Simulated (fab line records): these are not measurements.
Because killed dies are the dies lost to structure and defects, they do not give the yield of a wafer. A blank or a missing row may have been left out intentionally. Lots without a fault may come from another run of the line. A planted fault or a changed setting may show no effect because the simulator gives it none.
Split-lot study | flow n5_finfet | route with 1938 steps; 7 lots, 21 wafers read

## THE SPLIT ITSELF
At N5_BEOL_M3_COAT_05 (resist thk 30 nm), the setting spin_rpm was moved away from the recipe's 1500 rpm on 8 of the 21 wafers read, by -6.9% to -4.1%. This setting was run at the recipe's value on the other wafers.

## FROM THE SPLIT TO THE READING: what the file shows between them, 4 steps
- N5_BEOL_M3_EBR_07
- N5_BEOL_M3_SOFTBAKE_06: time 60 s
- N5_BEOL_M3_DESCUM_16: chemistry O2, time 7 s
- N5_BEOL_M3_ETCH_74: etches underlayer in N2/H2, target depth 6.5 nm, time 5.2 s

## THE READING
CAR-EUV_of_BEOL_M3_COAT_05.thk_nm (the simulator's own value, which no gauge read), in nm, at N5_BEOL_M3_ETCH_63 (etches SiARC in CF4, target depth 15.6 nm, time 26 s). The file gives no usual value for it. Across the 13 wafers here that went through the recipe, the average is 11.1 nm and the standard deviation 0.092 nm.

wafer  | tool, chamber at the split | spin_rpm as run, rpm | against the recipe | CAR-EUV_of_BEOL_M3_COAT_05.thk_nm, nm | against lot-mates on the recipe
L074.1 | litho_track-01, 0          | 1419                 | -5.4%              | 12                                    | +0.9
L074.3 | litho_track-01, 0          | 1500                 | recipe             | 11                                    | -
L074.4 | litho_track-01, 0          | 1500                 | recipe             | 11.2                                  | -
L077.2 | litho_track-03, 0          | 1500                 | recipe             | 11.2                                  | -
L077.6 | litho_track-03, 0          | 1500                 | recipe             | 11.2                                  | -
L077.3 | litho_track-03, 0          | 1399                 | -6.7%              | 12.4                                  | +1.2
L078.1 | litho_track-03, 0          | 1500                 | recipe             | 11                                    | -
L078.2 | litho_track-03, 0          | 1428                 | -4.8%              | 11.8                                  | +0.8
L078.6 | litho_track-03, 0          | 1428                 | -4.8%              | 11.8                                  | +0.8
L080.2 | litho_track-01, 0          | 1500                 | recipe             | 11                                    | -
L080.3 | litho_track-01, 0          | 1500                 | recipe             | 11                                    | -
L080.5 | litho_track-01, 0          | 1500                 | recipe             | 11.2                                  | -
L082.2 | litho_track-03, 0          | 1500                 | recipe             | 11.2                                  | -
L082.3 | litho_track-03, 0          | 1500                 | recipe             | 11.2                                  | -
L082.5 | litho_track-03, 0          | 1500                 | recipe             | 11.2                                  | -
L086.1 | litho_track-03, 0          | 1397                 | -6.9%              | 12.2                                  | no lot-mate on the recipe
L086.5 | litho_track-03, 0          | 1397                 | -6.9%              | 12.2                                  | no lot-mate on the recipe
L086.6 | litho_track-03, 0          | 1397                 | -6.9%              | 12.2                                  | no lot-mate on the recipe
L095.1 | litho_track-04, 0          | 1500                 | recipe             | 11.2                                  | -
L095.3 | litho_track-04, 0          | 1500                 | recipe             | 11.2                                  | -
L095.4 | litho_track-04, 0          | 1438                 | -4.1%              | 11.8                                  | +0.6

THE FIT
A straight line over all 21 wafers: CAR-EUV_of_BEOL_M3_COAT_05.thk_nm changes by -0.159 nm for each +1% of spin_rpm; r = -0.98; the points scatter about the line by 0.095 nm.
The same after taking each lot's own level away (the mean of its wafers on the recipe; 18 wafers): -0.168 nm for each +1%; r = -0.99; scatter 0.061 nm.
Per that fit: largest spin_rpm move, reading shift of 1.2 nm.
From 11.00 to 11.20 nm: that is the span of the lots' own levels, equal to 2.2 times the standard deviation above.
The two slopes are in agreement: the lot-to-lot level therefore moves the slope only a little.
Check: for one of the wafers moved furthest among these (-6.7%), held out of the fit, the line's prediction against its lot-mates is +1.1 nm. Against them it came out at +1.2 nm.

## THE OTHER SPLITS THESE WAFERS WENT THROUGH
Other splits were also applied to these wafers ahead of the reading. Each is held against what the fit with the lots' levels taken away leaves over:
other split on the same wafers | wafers away from the commonest value | r with CAR-EUV_of_BEOL_M3_COAT_05.thk_nm (lot level and that fit taken away)
N5_BEOL_M1_COAT_05 spin_rpm    | 4                                    | -0.21
N5_BEOL_M1_ETCH_64 source_w    | 10                                   | -0.19
N5_BEOL_M2_DESCUM_33 time_s    | 9                                    | +0.11
N5_BEOL_M2_ETCHBACK_99 time_s  | 11                                   | -0.05

## THE WHOLE CHAIN: every reading that the file lists as answering this split, in the file's order
step               | what it does                                                | reading                                                                            | change (the file's fit)               | r (the file's)
N5_BEOL_M3_COAT_05 | resist thk 30 nm                                            | CAR-EUV_of_BEOL_M3_COAT_05.thk_nm (the simulator's own value, which no gauge read) | -0.153 nm for each +1% of the setting | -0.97
N5_BEOL_M3_ETCH_74 | etches underlayer in N2/H2, target depth 6.5 nm, time 5.2 s | CAR-EUV_of_BEOL_M3_COAT_05.thk_nm (the simulator's own value, which no gauge read) | -0.162 nm for each +1% of the setting | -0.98
N5_BEOL_M3_ETCH_63 | etches SiARC in CF4, target depth 15.6 nm, time 26 s        | CAR-EUV_of_BEOL_M3_COAT_05.thk_nm (the simulator's own value, which no gauge read) | -0.168 nm for each +1% of the setting | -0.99

## THE FILE'S OWN FIT
CAR-EUV_of_BEOL_M3_COAT_05.thk_nm changes by -0.168 nm for each +1% of spin_rpm, r = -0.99.
